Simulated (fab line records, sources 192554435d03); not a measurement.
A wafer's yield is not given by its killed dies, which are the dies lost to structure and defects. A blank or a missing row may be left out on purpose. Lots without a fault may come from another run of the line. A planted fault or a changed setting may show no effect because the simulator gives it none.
fab line records | flow n5Finfet
record: lots: 8 | wafers: 24 | lastDay: 18
route steps=1938 shown BEOL_M0_CUTY@705 BEOL_M0@715 BEOL_M4@1111
lots that met no fault: from a run of the same line without faults
startH: hours from the record's first day to the start of the lot's first wafer shown | waitH: hours elapsed since this lot's preceding step | " same as the row above | L1.1+2: one row covering several wafers at once | - either no value or no given start | * or withheld: withheld | < > ~ a bound
route shown NAME@n: names a module that has steps shown in the file, with the first one's number in the route | usual: average and standard deviation across the fault-free wafers | same: alike in all rows | chamber/n: place in a boat | sites: per-site readings | _std_site: standard deviation across them | _edge_site: inner sites' mean taken away from outer sites' mean | radiusMm: for every site, how far away it sits from the centre of the wafer | mask NAME#n: copy n | behind: tool/chamber where the wafer was last shaped | hold: why the lot was held/for how many hours/how that ended | device: transistor that didn't switch, given as n, p or np | end of line: the tests these same wafers got at the end of their route | a step given without rows: its recipe and nothing more | killed: dies lost to structure and defects at the first sort, not the wafer's yield | map: per-die view of a wafer (x killed, . not killed, _ where there is no die)
set.NAME: the setting the step ran with; set.NAME@STEP: the setting that earlier step ran with | model.NAME: the simulator's own value behind a step, which no gauge read
a sample of lots followed through the steps of the route, with each step as a table and each wafer as a row
services: a tool's chamber out of use, with start hour (startH, from the record's first day; less than 0 if before it), hours out, and reason
== steps ==
step: N5_BEOL_M0_CUTY_EXPOSE_54
recipe: maskId: M0_ABLK | na: 1.35 | sourceShape: conventional | sigmaOuter: 0.8 | polarization: unpolarized | doseMj: 36
usual: exposureDoseMJCm2: 35.99/0.043
same: sigmaOuter: 0.8
lot.wafer | tool           | chamber | startH | waitH | mask      | exposureDoseMJCm2
L159.4    | arfiScanner-03 | 0       | 111.19 | -     | M0_ABLK#0 | 35.94
L159.5    | "              | 0       | "      | "     | M0_ABLK#0 | 35.90
L159.6    | "              | 0       | "      | "     | M0_ABLK#0 | 35.99
L162.3    | arfiScanner-02 | 0       | 131.80 | -     | M0_ABLK#0 | 36.07
L162.4    | "              | 0       | "      | "     | M0_ABLK#0 | 36.03
L162.5    | "              | 0       | "      | "     | M0_ABLK#0 | 35.99
L165.1    | arfiScanner-01 | 0       | 154.31 | -     | M0_ABLK#0 | 36.01
L165.2    | "              | 0       | "      | "     | M0_ABLK#0 | 35.99
L165.5    | "              | 0       | "      | "     | M0_ABLK#0 | 36.05
L174.3    | arfiScanner-03 | 0       | 207.65 | -     | M0_ABLK#0 | 35.92
L174.5    | "              | 0       | "      | "     | M0_ABLK#0 | 35.95
L174.6    | "              | 0       | "      | "     | M0_ABLK#0 | 35.99
L175.1    | arfiScanner-03 | 0       | 209.60 | -     | M0_ABLK#0 | 33.93
L175.4    | "              | 0       | "      | "     | M0_ABLK#0 | 33.92
L175.5    | "              | 0       | "      | "     | M0_ABLK#0 | 33.95
L176.2    | arfiScanner-03 | 0       | 218.13 | -     | M0_ABLK#0 | 34.35
L176.3    | "              | 0       | "      | "     | M0_ABLK#0 | 34.34
L176.5    | "              | 0       | "      | "     | M0_ABLK#0 | 34.38
L178.1    | arfiScanner-02 | 0       | 227.24 | -     | M0_ABLK#0 | 36.00
L178.2    | "              | 0       | "      | "     | M0_ABLK#0 | 36.00
L178.6    | "              | 0       | "      | "     | M0_ABLK#0 | 35.95
L181.1    | arfiScanner-01 | 0       | 246.33 | -     | M0_ABLK#0 | 35.96
L181.2    | "              | 0       | "      | "     | M0_ABLK#0 | 35.94
L181.4    | "              | 0       | "      | "     | M0_ABLK#0 | 35.90
step: N5_BEOL_M0_CUTY_CD_MEAS_57
recipe: targetCdNm: 200 | landingEnergyEv: 500 | detector: seInlens | polarity: line
usual: cdNm: 199.8/1
lot.wafer | tool     | chamber | startH | waitH | cdNm
L159.4    | cdSem-01 | 0       | 111.30 | -     | 199.9
L159.5    | "        | 0       | "      | "     | 200.1
L159.6    | "        | 0       | "      | "     | 201.1
L162.3    | cdSem-01 | 0       | 131.91 | -     | 198.3
L162.4    | "        | 0       | "      | "     | 198.8
L162.5    | "        | 0       | "      | "     | 198.8
L165.1    | cdSem-01 | 0       | 154.43 | -     | 201.2
L165.2    | "        | 0       | "      | "     | 201.0
L165.5    | "        | 0       | "      | "     | 199.7
L174.3    | cdSem-01 | 0       | 207.77 | -     | 200.2
L174.5    | "        | 0       | "      | "     | 199.4
L174.6    | "        | 0       | "      | "     | 199.6
L175.1    | cdSem-03 | 0       | 209.72 | -     | 206.4
L175.4    | "        | 0       | "      | "     | 203.4
L175.5    | "        | 0       | "      | "     | 204.6
L176.2    | cdSem-01 | 0       | 218.25 | -     | 203.5
L176.3    | "        | 0       | "      | "     | 202.9
L176.5    | "        | 0       | "      | "     | 203.9
L178.1    | cdSem-02 | 0       | 227.37 | -     | 199.5
L178.2    | "        | 0       | "      | "     | 198.3
L178.6    | "        | 0       | "      | "     | 198.7
L181.1    | cdSem-01 | 0       | 246.45 | -     | 198.8
L181.2    | "        | 0       | "      | "     | 198.1
L181.4    | "        | 0       | "      | "     | 199.5
step: N5_BEOL_M0_CUTY_DESCUM_61
recipe: chemistry: O2 | timeS: 7.9 | sourcePowerW: 50 | biasPowerW: 20 | pressureMtorr: 20 | rfFrequencyHz: 2.712e+07 | tempC: 40 | resist: CAR-ArF-block | o2FlowSccm: 225
usual: drypumpMotorCurrentA: 5.6/0.5 | o2FlowSccm: 225.1/0.64 | oesProductAu: 0.77/0.097 | rfVppV: 243.2/1.6 | showerheadPlenumPTorr: 2.11/0.083 | throttleValvePct: 20.38/0.28
lot.wafer | tool       | chamber | startH | waitH | drypumpMotorCurrentA | o2FlowSccm | oesProductAu | rfHoursCounterH | rfVppV | showerheadPlenumPTorr | throttleValvePct
L159.4    | rieDiel-01 | 0       | 111.51 | 0.2   | 6.0                  | 225.5      | 0.71         | 182             | 245.5  | 2.20                  | 20.66
L159.5    | "          | 3       | "      | "     | 5.7                  | 225.6      | 0.66         | -               | 242.5  | 2.08                  | 20.59
L159.6    | "          | 2       | "      | "     | 5.6                  | 224.8      | 0.70         | -               | 242.2  | 1.99                  | 20.42
L162.3    | rieDiel-03 | 3       | 132.00 | 0.0   | 6.5                  | 225.3      | 0.77         | 113             | 242.3  | 2.01                  | 20.62
L162.4    | "          | 3       | "      | "     | 6.4                  | 226.5      | 0.77         | -               | 242.7  | 2.01                  | 20.63
L162.5    | "          | 2       | "      | "     | 4.7                  | 225.3      | 0.70         | -               | 243.3  | 2.07                  | 20.47
L165.1    | rieDiel-05 | 3       | 154.52 | 0.0   | 4.8                  | 225.0      | 0.72         | 182             | 244.9  | 2.17                  | 20.38
L165.2    | "          | 0       | "      | "     | 5.2                  | 224.0      | 0.71         | 177             | 242.9  | 2.06                  | 20.01
L165.5    | "          | 3       | "      | "     | 4.8                  | 226.4      | 0.72         | -               | 245.9  | 2.17                  | 20.40
L174.3    | rieDiel-01 | 3       | 207.85 | 0.0   | 5.7                  | 224.5      | 0.90         | 17              | 243.6  | 2.07                  | 20.17
L174.5    | "          | 2       | "      | "     | 5.6                  | 224.5      | 0.91         | -               | 244.0  | 2.24                  | 20.15
L174.6    | "          | 3       | "      | "     | 5.7                  | 224.5      | 0.88         | -               | 242.5  | 2.07                  | 20.17
L175.1    | rieDiel-03 | 3       | 209.81 | 0.0   | 6.5                  | 225.0      | 0.74         | 141             | 242.7  | 2.00                  | 20.66
L175.4    | "          | 0       | "      | "     | 5.2                  | 225.1      | 0.86         | 24              | 244.7  | 2.21                  | 20.07
L175.5    | "          | 2       | "      | "     | 4.7                  | 224.4      | 0.98         | -               | 242.9  | 2.06                  | 20.09
L176.2    | rieDiel-05 | 0       | 218.53 | 0.2   | 5.2                  | 224.1      | 0.68         | 199             | 242.6  | 2.06                  | 20.08
L176.3    | "          | 2       | "      | "     | 6.2                  | 226.1      | 0.69         | 208             | 241.7  | 1.98                  | 20.70
L176.5    | "          | 2       | "      | "     | 6.2                  | 225.6      | 0.68         | -               | 241.5  | 1.98                  | 20.71
L178.1    | rieDiel-03 | 1       | 227.46 | 0.0   | 5.4                  | 224.9      | 0.83         | 44              | 242.0  | 2.05                  | 19.99
L178.2    | "          | 2       | "      | "     | 4.7                  | 225.3      | 0.96         | 9               | 242.0  | 2.06                  | 20.08
L178.6    | "          | 1       | "      | "     | 5.4                  | 225.3      | 0.82         | -               | 241.9  | 2.05                  | 19.99
L181.1    | rieDiel-01 | 0       | 246.92 | 0.4   | 6.0                  | 225.7      | 0.67         | 236             | 243.9  | 2.19                  | 20.73
L181.2    | "          | 1       | "      | "     | 5.9                  | 225.2      | 0.69         | 206             | 245.8  | 2.16                  | 20.61
L181.4    | "          | 3       | "      | "     | 5.7                  | 224.3      | 0.86         | 32              | 243.4  | 2.07                  | 20.19
step: N5_BEOL_M0_CUTY_ETCH_63
recipe: chemistry: N2/H2 | target: SOC | targetDepthA: 827 | overetchA: 165 | maskMaterial: SiARC | tempC: 40 | ionEnergyEv: 200 | timeS: 124 | pressureMtorr: 30 | sourceW: 840 | biasW: 150 | n2FlowSccm: 200 | h2FlowSccm: 200
usual: drypumpMotorCurrentA: 5.6/0.51 | oesProductAu: 0.64/0.078 | rfVppV: 524.2/2.7 | showerheadPlenumPTorr: 2.55/0.095 | throttleValvePct: 17.7/0.32
lot.wafer | tool       | chamber | startH | waitH | drypumpMotorCurrentA | oesProductAu | rfHoursCounterH | rfVppV | showerheadPlenumPTorr | throttleValvePct
L159.4    | rieDiel-01 | 0       | 111.59 | 0.0   | 6.0                  | 0.59         | 182             | 525.8  | 2.64                  | 17.9
L159.5    | "          | 3       | "      | "     | 5.7                  | 0.56         | -               | 523.2  | 2.50                  | 17.8
L159.6    | "          | 2       | "      | "     | 5.5                  | 0.58         | -               | 519.2  | 2.39                  | 17.6
L162.3    | rieDiel-03 | 3       | 132.08 | 0.0   | 6.4                  | 0.63         | 113             | 519.6  | 2.45                  | 18.1
L162.4    | "          | 3       | "      | "     | 6.4                  | 0.64         | -               | 522.3  | 2.45                  | 18.1
L162.5    | "          | 2       | "      | "     | 4.7                  | 0.57         | -               | 523.3  | 2.52                  | 17.9
L165.1    | rieDiel-05 | 3       | 154.60 | 0.0   | 4.8                  | 0.59         | 182             | 526.6  | 2.65                  | 17.8
L165.2    | "          | 0       | "      | "     | 5.2                  | 0.59         | 177             | 523.6  | 2.52                  | 17.4
L165.5    | "          | 3       | "      | "     | 4.8                  | 0.60         | -               | 526.7  | 2.65                  | 17.8
L174.3    | rieDiel-01 | 3       | 207.93 | 0.0   | 5.7                  | 0.74         | 17              | 524.0  | 2.49                  | 17.4
L174.5    | "          | 2       | "      | "     | 5.6                  | 0.74         | -               | 527.8  | 2.70                  | 17.3
L174.6    | "          | 3       | "      | "     | 5.7                  | 0.75         | -               | 520.7  | 2.49                  | 17.4
L175.1    | rieDiel-03 | 3       | 209.89 | 0.0   | 6.4                  | 0.61         | 142             | 520.8  | 2.44                  | 18.1
L175.4    | "          | 0       | "      | "     | 5.2                  | 0.72         | 24              | 527.4  | 2.69                  | 17.5
L175.5    | "          | 2       | "      | "     | 4.7                  | 0.79         | -               | 521.4  | 2.51                  | 17.5
L176.2    | rieDiel-05 | 0       | 218.61 | 0.0   | 5.2                  | 0.58         | 199             | 523.1  | 2.51                  | 17.5
L176.3    | "          | 2       | "      | "     | 6.2                  | 0.58         | 208             | 521.9  | 2.43                  | 18.2
L176.5    | "          | 2       | "      | "     | 6.2                  | 0.57         | -               | 519.0  | 2.43                  | 18.2
L178.1    | rieDiel-03 | 1       | 227.54 | 0.0   | 5.4                  | 0.70         | 44              | 521.0  | 2.46                  | 17.2
L178.2    | "          | 2       | "      | "     | 4.7                  | 0.77         | 9               | 524.1  | 2.50                  | 17.5
L178.6    | "          | 1       | "      | "     | 5.4                  | 0.68         | -               | 522.5  | 2.46                  | 17.2
L181.1    | rieDiel-01 | 0       | 247.00 | 0.0   | 6.0                  | 0.56         | 236             | 525.9  | 2.62                  | 18.0
L181.2    | "          | 1       | "      | "     | 5.9                  | 0.57         | 206             | 526.7  | 2.61                  | 17.9
L181.4    | "          | 3       | "      | "     | 5.7                  | 0.72         | 32              | 521.1  | 2.48                  | 17.4
step: N5_BEOL_M0_ETCH_138
recipe: chemistry: CH3F/O2 | targetDepthA: 120 | target: SiCN | timeS: 31.6 | ionEnergyEv: 120 | pressureMtorr: 30 | sourceW: 395 | biasW: 75 | Ar_flow_sccm: 150 | CH3F_flow_sccm: 30 | O2_flow_sccm: 20 | ends: cleared
usual: drypumpMotorCurrentA: 5.6/0.51 | etchRfOnTimeS: 29.2/1.1 | oesProductAu: 0.66/0.083 | rfVppV: 297.5/1.6 | showerheadPlenumPTorr: 2.01/0.078 | throttleValvePct: 16.25/0.25
lot.wafer | tool       | chamber | startH | waitH | drypumpMotorCurrentA | etchRfOnTimeS | oesProductAu | rfHoursCounterH | rfVppV | showerheadPlenumPTorr | throttleValvePct
L159.4    | rieDiel-01 | 0       | 111.71 | 0.0   | 6.0                  | 28.2          | 0.61         | 182             | 297.5  | 2.07                  | 16.35
L159.5    | "          | 3       | "      | "     | 5.7                  | 29.7          | 0.57         | -               | 296.1  | 1.96                  | 16.35
L159.6    | "          | 2       | "      | "     | 5.6                  | 28.8          | 0.60         | -               | 294.2  | 1.89                  | 16.30
L162.3    | rieDiel-03 | 3       | 132.20 | 0.0   | 6.5                  | 29.2          | 0.66         | 113             | 296.8  | 1.92                  | 16.48
L162.4    | "          | 3       | "      | "     | 6.4                  | 30.1          | 0.66         | -               | 297.4  | 1.92                  | 16.48
L162.5    | "          | 2       | "      | "     | 4.7                  | 29.7          | 0.60         | -               | 295.9  | 1.96                  | 16.30
L165.1    | rieDiel-05 | 3       | 154.72 | 0.0   | 4.8                  | 28.2          | 0.62         | 182             | 298.8  | 2.07                  | 16.31
L165.2    | "          | 0       | "      | "     | 5.2                  | 28.8          | 0.60         | 177             | 297.4  | 1.99                  | 16.13
L165.5    | "          | 3       | "      | "     | 4.8                  | 28.2          | 0.62         | -               | 298.7  | 2.07                  | 16.32
L174.3    | rieDiel-01 | 3       | 208.06 | 0.0   | 5.7                  | 29.0          | 0.75         | 17              | 296.1  | 1.95                  | 15.87
L174.5    | "          | 2       | "      | "     | 5.5                  | 26.5          | 0.77         | -               | 298.3  | 2.13                  | 15.89
L174.6    | "          | 3       | "      | "     | 5.8                  | 29.0          | 0.75         | -               | 296.6  | 1.95                  | 15.86
L175.1    | rieDiel-03 | 3       | 210.02 | 0.0   | 6.4                  | 26.6          | 0.64         | 142             | 296.5  | 1.91                  | 16.54
L175.4    | "          | 0       | "      | "     | 5.2                  | 29.3          | 0.75         | 24              | 299.9  | 2.16                  | 16.18
L175.5    | "          | 2       | "      | "     | 4.7                  | 27.4          | 0.84         | -               | 295.7  | 1.96                  | 15.86
L176.2    | rieDiel-05 | 0       | 218.73 | 0.0   | 5.2                  | 28.6          | 0.59         | 199             | 297.7  | 1.98                  | 16.17
L176.3    | "          | 2       | "      | "     | 6.3                  | 27.9          | 0.60         | 209             | 295.7  | 1.91                  | 16.63
L176.5    | "          | 2       | "      | "     | 6.3                  | 29.1          | 0.59         | -               | 296.6  | 1.91                  | 16.62
L178.1    | rieDiel-03 | 1       | 227.66 | 0.0   | 5.4                  | 29.4          | 0.73         | 44              | 297.2  | 1.96                  | 15.90
L178.2    | "          | 2       | "      | "     | 4.8                  | 28.4          | 0.82         | 9               | 296.1  | 1.96                  | 15.88
L178.6    | "          | 1       | "      | "     | 5.4                  | 30.5          | 0.72         | -               | 297.0  | 1.96                  | 15.90
L181.1    | rieDiel-01 | 0       | 247.12 | 0.0   | 6.0                  | 29.5          | 0.58         | 236             | 297.7  | 2.05                  | 16.44
L181.2    | "          | 1       | "      | "     | 5.9                  | 29.7          | 0.60         | 206             | 297.9  | 2.05                  | 16.45
L181.4    | "          | 3       | "      | "     | 5.7                  | 30.6          | 0.74         | 32              | 296.2  | 1.95                  | 15.90
step: N5_BEOL_M4_RC_MEAS_101
usual: DIBL_N: 37.0/2.3 | DIBL_P: 37.3/2.8 | IOFF_N: 0.17/0.046 | IOFF_P: 0.23/0.054 | ION_N: 675/14 | ION_P: 460/9.3 | SS_N: 71.7/0.73 | SS_P: 73.6/0.95 | VT_N: 249/3.9 | VT_P: -250/3.9
lot.wafer | tool      | chamber | startH | waitH | DIBL_N[mV/V] | DIBL_P[mV/V] | IOFF_N[nA/um] | IOFF_P[nA/um] | ION_N[uA/um] | ION_P[uA/um] | SS_N[mV/dec] | SS_P[mV/dec] | VT_N[mV] | VT_P[mV]
L159.4    | prober-02 | 0       | 167.30 | 0.5   | 40.3         | 40.9         | 0.23          | 0.31          | 680          | 471          | 72.2         | 74.8         | 243      | -246
L159.5    | "         | 0       | "      | "     | 37.1         | 35.4         | 0.15          | 0.21          | 676          | 464          | 71.3         | 73.7         | 251      | -251
L159.6    | "         | 0       | "      | "     | 43.8         | 44.8         | 0.36          | 0.42          | 712          | 478          | 73.7         | 76.2         | 240      | -243
L162.3    | prober-02 | 0       | 190.91 | 0.3   | 37.5         | 37.8         | 0.18          | 0.19          | 682          | 454          | 72.0         | 73.1         | 248      | -252
L162.4    | "         | 0       | "      | "     | 36.0         | 36.8         | 0.16          | 0.18          | 676          | 453          | 71.0         | 73.5         | 249      | -254
L162.5    | "         | 0       | "      | "     | 41.5         | 43.3         | 0.27          | 0.28          | 694          | 461          | 73.1         | 75.4         | 244      | -246
L165.1    | prober-02 | 0       | 200.18 | 0.0   | 35.3         | 36.6         | 0.15          | 0.19          | 670          | 458          | 71.4         | 73.1         | 253      | -255
L165.2    | "         | 0       | "      | "     | 38.5         | 39.5         | 0.22          | 0.25          | 703          | 474          | 72.1         | 73.8         | 245      | -251
L165.5    | "         | 0       | "      | "     | 39.3         | 40.8         | 0.23          | 0.27          | 706          | 471          | 72.3         | 74.8         | 248      | -249
L174.3    | prober-01 | 0       | 275.61 | 0.3   | 36.8         | 37.9         | 0.16          | 0.22          | 677          | 459          | 71.4         | 72.9         | 249      | -250
L174.5    | "         | 0       | "      | "     | 39.9         | 41.1         | 0.19          | 0.27          | 679          | 466          | 72.4         | 74.2         | 248      | -249
L174.6    | "         | 0       | "      | "     | 36.6         | 36.6         | 0.16          | 0.19          | 673          | 457          | 71.0         | 73.1         | 248      | -252
L175.1    | prober-01 | 0       | 285.46 | 0.0   | 39.3         | 41.4         | 0.23          | 0.26          | 687          | 465          | 72.8         | 74.4         | 246      | -248
L175.4    | "         | 0       | "      | "     | 41.2         | 44.0         | 0.28          | 0.32          | 704          | 470          | 73.7         | 75.4         | 241      | -245
L175.5    | "         | 0       | "      | "     | 36.0         | 36.5         | 0.16          | 0.19          | 681          | 456          | 71.7         | 73.3         | 248      | -253
L176.2    | prober-02 | 0       | 286.35 | 0.2   | 33.5         | 30.7         | 0.10          | 0.13          | 640          | 440          | 71.0         | 72.3         | 257      | -258
L176.3    | "         | 0       | "      | "     | 36.2         | 35.0         | 0.14          | 0.18          | 664          | 452          | 71.2         | 73.1         | 250      | -254
L176.5    | "         | 0       | "      | "     | 37.3         | 35.0         | 0.16          | 0.18          | 666          | 448          | 72.1         | 73.3         | 250      | -253
L178.1    | prober-02 | 0       | 288.93 | 0.0   | 36.2         | 33.2         | 0.15          | 0.18          | 670          | 456          | 71.6         | 72.5         | 253      | -253
L178.2    | "         | 0       | "      | "     | 37.1         | 35.2         | 0.17          | 0.21          | 676          | 454          | 71.7         | 72.8         | 250      | -253
L178.6    | "         | 0       | "      | "     | 35.3         | 33.1         | 0.13          | 0.18          | 677          | 466          | 70.6         | 73.1         | 252      | -250
L181.1    | prober-02 | 0       | 319.71 | 0.0   | 37.7         | 38.9         | 0.19          | 0.28          | 670          | 460          | 72.9         | 73.9         | 249      | -247
L181.2    | "         | 0       | "      | "     | 40.0         | 40.9         | 0.24          | 0.30          | 696          | 474          | 73.1         | 74.6         | 244      | -245
L181.4    | "         | 0       | "      | "     | 35.8         | 37.0         | 0.15          | 0.23          | 677          | 471          | 71.6         | 73.2         | 250      | -248
== services ==
tool           | chamber | startH | hours | kind
arfiScanner-03 | -       | 89.74  | 3.8   | repair
rieDiel-01     | 2       | 91.24  | 11.0  | repair
arfiScanner-01 | -       | 92.70  | 1.0   | pm
rieDiel-05     | 1       | 93.44  | 4.1   | repair
arfiScanner-03 | -       | 93.58  | 4.9   | pm
arfiScanner-01 | -       | 95.22  | 0.6   | repair
arfiScanner-01 | -       | 99.09  | 0.5   | repair
arfiScanner-01 | -       | 106.61 | 1.3   | pm
arfiScanner-03 | -       | 106.69 | 0.3   | repair
arfiScanner-01 | -       | 111.54 | 0.8   | pm
arfiScanner-03 | -       | 138.16 | 0.8   | pm
arfiScanner-02 | -       | 141.05 | 3.1   | pm
arfiScanner-02 | -       | 157.62 | 0.8   | pm
arfiScanner-02 | -       | 158.74 | 0.3   | repair
arfiScanner-03 | -       | 167.03 | 0.9   | repair
arfiScanner-02 | -       | 176.22 | 1.3   | pm
arfiScanner-03 | -       | 176.49 | 2.9   | repair
arfiScanner-02 | -       | 182.31 | 0.8   | pm
arfiScanner-03 | -       | 187.00 | 1.3   | pm
arfiScanner-03 | -       | 197.34 | 1.0   | pm
arfiScanner-03 | -       | 222.20 | 10.8  | repair
rieDiel-05     | 3       | 226.98 | 4.9   | repair
rieDiel-01     | 2       | 234.02 | 5.6   | repair
rieDiel-05     | 2       | 241.81 | 11.7  | repair
== key ==
firstSign: step: N5_BEOL_M0_CUTY_EXPOSE_54 | reading: exposureDoseMJCm2 | direction: down | sigmas: 43 | usual: 35.99 | struck: 34.14
effect: step: N5_BEOL_M0_CUTY_CD_MEAS_57 | reading: cdNm | direction: up | sigmas: 4.1 | usual: 199.8 | struck: 204.1 | through: controlLoop
metAt N5_BEOL_M0_CUTY_EXPOSE_54
struckLots L175,L176
loopTrim: step: N5_BEOL_M0_CUTY_EXPOSE_54 | setting: dose | lots: L176
notActingAt N5_BEOL_M0_CUTY_DESCUM_61,N5_BEOL_M0_CUTY_ETCH_63,N5_BEOL_M0_ETCH_138
onsetBetween 207.65 209.60
fault: kind: processParameterDrift | tool: arfiScanner-03 | chamber: - | onsetH: 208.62 | steps: N5_BEOL_M0_CUTY_EXPOSE_54 | channel: doseMj | offset: -2.0238 | shape: step | actsIn: theseRecipesOnly | stated: 36
loopTrim: a control loop set the setting to another value than it would have without faults
